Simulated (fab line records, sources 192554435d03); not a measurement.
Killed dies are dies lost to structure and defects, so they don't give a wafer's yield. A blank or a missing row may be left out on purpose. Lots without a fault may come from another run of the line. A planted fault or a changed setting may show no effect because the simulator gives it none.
Chamber matching | flow n5_finfet | N5_ILD0_CMP_03 on cmp-01: 4 sister chambers
The step polishes, stops on SiNx, t overpolish 1.9 s, target thk 197.38 nm. 4 wafers are shown with their chamber, then 9 later ones without.

WAFERS WITH THEIR CHAMBER
wafer  | chamber | motor_current_A (A)
L079.5 | 1       | 13.5
L080.2 | 0       | 14.1
L080.5 | 3       | 16.0
L080.6 | 2       | 10.2

WAFERS WITHOUT THEIR CHAMBER
wafer  | motor_current_A (A)
L084.1 | 12.7
L084.3 | 14.1
L084.6 | 10.2
L092.4 | 10.2
L092.5 | 9.9
L092.6 | 13.6
L093.1 | 16.9
L093.4 | 10.0
L093.6 | 10.2

WHICH CHAMBER EACH WENT THROUGH
wafer  | from the rows above     | in truth
L084.1 | can't be placed: 1 or 0 | 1
L084.3 | can't be placed: 0 or 1 | 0
L084.6 | 2                       | 2
L092.4 | 2                       | 2
L092.5 | 2                       | 2
L092.6 | can't be placed: 1 or 0 | 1
L093.1 | 3                       | 3
L093.4 | 2                       | 2
L093.6 | 2                       | 2
Placed correctly: 6 of 9. Can't be placed from these rows: 3 (the true chamber is among the candidates in 3). Placed wrongly: 0.
How it was worked out, from the rows above alone: a wafer's distance from a chamber is the root of the sum, over the readings, of the square of ((its reading less the chamber's mean) divided by the reading's scatter). The wafer belongs to the nearest chamber; if the next one is less than 2 further off, it can't be placed. A chamber's mean is the mean of its shown wafers. The scatter: with one shown wafer a chamber, the root of the mean of the squares of how far each hidden wafer lies from its nearest shown one.
